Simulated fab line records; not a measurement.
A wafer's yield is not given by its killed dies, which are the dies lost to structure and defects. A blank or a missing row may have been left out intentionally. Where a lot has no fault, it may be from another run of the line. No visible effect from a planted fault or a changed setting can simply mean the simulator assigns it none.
Comparing a struck lot with a sound one | flow nand_harc | 14 steps out of a route of 1159
Sound: these wafers, L515.1, L515.2, L515.6. Struck: wafer L511.2 (left out: L511.4, a lot-mate that was not struck); the cause follows at the end.
For every step that has rows: the tool of each side, followed by ch and its chambers, followed by its first start. Under that, the readings that differ: sound wafers | struck wafers | difference of the means | sigmas: that difference in standard deviations of wafers without a fault.
alike: readings whose means differ by less than 2 such deviations, and words and numbers that are the same on both sides. not compared: withheld readings, readings that some wafer has no value for, bounds like >300 that may hide the same value, and numbers for which the record gives no deviation and whose values overlap.
A row with sigmas, a row that says differs or no value, or rows on one side alone: a step with any of these is where the two part. When numbers do not overlap yet have no deviation, they are printed without sigmas and do not part them. A reading that every wafer of one side lacks parts them only if that side has two wafers or more.

first, 8 steps without rows for these wafers: NHARC_A_CONTACT_COAT_34 (time 75 s); NHARC_A_CONTACT_COAT_35 (time 65 s); NHARC_A_CONTACT_COAT_36 (resist thk 90 nm); NHARC_A_CONTACT_SOFTBAKE_37 (time 55 s); NHARC_A_CONTACT_EBR_38; NHARC_A_CONTACT_EXPOSE_39 (exposes mask A CC 3); NHARC_A_CONTACT_PEB_40 (peb time 65 s); NHARC_A_CONTACT_DEVELOP_41 (develop time 35 s).
NHARC_A_CONTACT_CD_MEAS_42 targets a cd of 200 nm.
  sound on cd_sem-01 ch 0, day 19 23:03; struck on cd_sem-01 ch 0, day 19 10:08
  alike: cd_nm
NHARC_A_CONTACT_OVL_MEAS_43:
  struck on overlay-01, day 19 10:13; sound on overlay-02, day 19 23:08
  alike: overlay_x_nm, overlay_y_nm
NHARC_A_CONTACT_INSPECT_44:
  struck on defect_inspect-02, day 19 10:15; sound on defect_inspect-01, day 19 23:11
  reading          | sound    | struck | difference | sigmas
  raw_defect_count | 46 56 53 | 23     | -29        | -2
NHARC_A_CONTACT_DESCUM_47: chemistry O2, time 3 s.
  sound on rie_diel-05 ch 1,2,3, day 19 23:14; struck on rie_diel-12 ch 0, day 19 10:19
  reading                     | sound       | struck | difference | sigmas
  drypump_motor_current_A (A) | 6.3 6.0 4.8 | 6.7    | +1.0       | +2
  alike: o2_flow_sccm, oes_product_au, rf_vpp_V, showerhead_plenum_p_Torr, throttle_valve_pct
  not compared: rf_hours_counter_h
NHARC_A_CONTACT_ETCH_48: etches the open film in CF4, target depth 39 nm, time 65 s.
  sound on rie_diel-05 ch 2,3, day 19 23:35; struck on rie_diel-12 ch 0, day 19 10:25
  reading          | sound             | struck | difference | sigmas
  run_length_s (s) | 86.39 86.47 85.94 | 69.20  | -17.07     | -57
  alike: drypump_motor_current_A, oes_product_au, rf_vpp_V, showerhead_plenum_p_Torr, throttle_valve_pct
  not compared: rf_fwd_power_W, rf_hours_counter_h
NHARC_A_CONTACT_ETCH_49: etches the open film in N2/H2, target depth 260 nm, time 475.3 s.
  sound on rie_diel-05 ch 1,2,3; struck on rie_diel-12 ch 3
  alike: drypump_motor_current_A, h2_flow_sccm, oes_product_au, rf_fwd_power_W, rf_vpp_V, run_length_s, showerhead_plenum_p_Torr, throttle_valve_pct
  not compared: rf_hours_counter_h

WHERE THEY PART
First at NHARC_A_CONTACT_INSPECT_44; last, within this record, at NHARC_A_CONTACT_ETCH_48. Later steps at which nothing parts them and some readings are alike: NHARC_A_CONTACT_ETCH_49.

WHY: what had been put in by the simulator
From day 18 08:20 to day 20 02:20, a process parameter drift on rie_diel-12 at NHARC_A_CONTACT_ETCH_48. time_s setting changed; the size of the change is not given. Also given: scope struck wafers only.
